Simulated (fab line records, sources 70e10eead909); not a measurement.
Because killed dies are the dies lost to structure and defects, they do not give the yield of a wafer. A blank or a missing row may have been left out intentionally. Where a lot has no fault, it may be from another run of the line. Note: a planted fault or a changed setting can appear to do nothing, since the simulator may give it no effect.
Matching of chambers + flow nandHarc + NHARC_A_CONTACT_DEP_58 on pecvd-03 has 3 sister chambers
The step deposits SiON, target thk 90 nm. 20 wafers are shown with their chamber, then 10 later ones without.

EACH WAFER AND ITS CHAMBER
| wafer  | chamber | showerheadVppV (V) | heaterPowerW (W) |
|--------|---------|--------------------|------------------|
| L076.2 | 2       | 1204               | 726              |
| L076.4 | 0       | 1117               | 639              |
| L076.5 | 1       | 1195               | 773              |
| L077.2 | 2       | 1220               | 789              |
| L077.3 | 1       | 1176               | 652              |
| L077.6 | 0       | 1088               | 656              |
| L078.1 | 0       | 1105               | 667              |
| L078.2 | 2       | 1204               | 725              |
| L078.3 | 1       | 1191               | 742              |
| L082.2 | 1       | 1185               | 670              |
| L082.3 | 0       | 1093               | 586              |
| L082.5 | 1       | 1156               | 701              |
| L083.1 | 0       | 1091               | 682              |
| L083.2 | 1       | 1174               | 749              |
| L083.3 | 2       | 1209               | 810              |
| L086.2 | 2       | 1228               | 803              |
| L086.3 | 1       | 1174               | 746              |
| L086.5 | 1       | 1173               | 739              |
| L091.2 | 1       | 1169               | 767              |
| L091.4 | 1       | 1179               | 750              |

SIGNATURES (means of the wafers above)
| reading        | chamber 0 | chamber 1 | chamber 2 | scatter within a chamber |
|----------------|-----------|-----------|-----------|--------------------------|
| showerheadVppV | 1098.80   | 1177.20   | 1213.00   | 11.3                     |
| heaterPowerW   | 646.00    | 728.90    | 770.60    | 40.2                     |
Rule: a wafer lies at a distance from a chamber equal to the root of the sum of squares, over the readings, of (its reading less the chamber's mean, divided by the reading's scatter). If the next closest chamber is less than 2 further off than the closest, the wafer can't be placed; otherwise it belongs to the closest. The scatter: the root of (the sum of the squares of (reading less its chamber's mean) over the shown wafers, divided by (wafers less chambers)).

WAFERS MISSING THEIR CHAMBER
| wafer  | showerheadVppV (V) | heaterPowerW (W) |
|--------|--------------------|------------------|
| L091.5 | 1198               | 760              |
| L093.1 | 1090               | 633              |
| L093.2 | 1189               | 716              |
| L093.4 | 1192               | 718              |
| L094.2 | 1087               | 686              |
| L094.4 | 1191               | 771              |
| L094.5 | 1085               | 683              |
| L096.2 | 1178               | 779              |
| L096.3 | 1224               | 834              |
| L096.5 | 1178               | 636              |

EACH ONE'S CHAMBER
| wafer  | from the rows above     | in truth |
|--------|-------------------------|----------|
| L091.5 | can't be placed: 2 or 1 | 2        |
| L093.1 | 0                       | 0        |
| L093.2 | can't be placed: 1 or 2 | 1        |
| L093.4 | can't be placed: 1 or 2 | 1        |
| L094.2 | 0                       | 0        |
| L094.4 | can't be placed: 1 or 2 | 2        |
| L094.5 | 0                       | 0        |
| L096.2 | can't be placed: 1 or 2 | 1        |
| L096.3 | 2                       | 2        |
| L096.5 | 1                       | 1        |
Correct placement for 5 of the 10. Unplaceable from these rows: 5, with the true chamber sitting among the candidates in 5. Placed wrongly: 0.
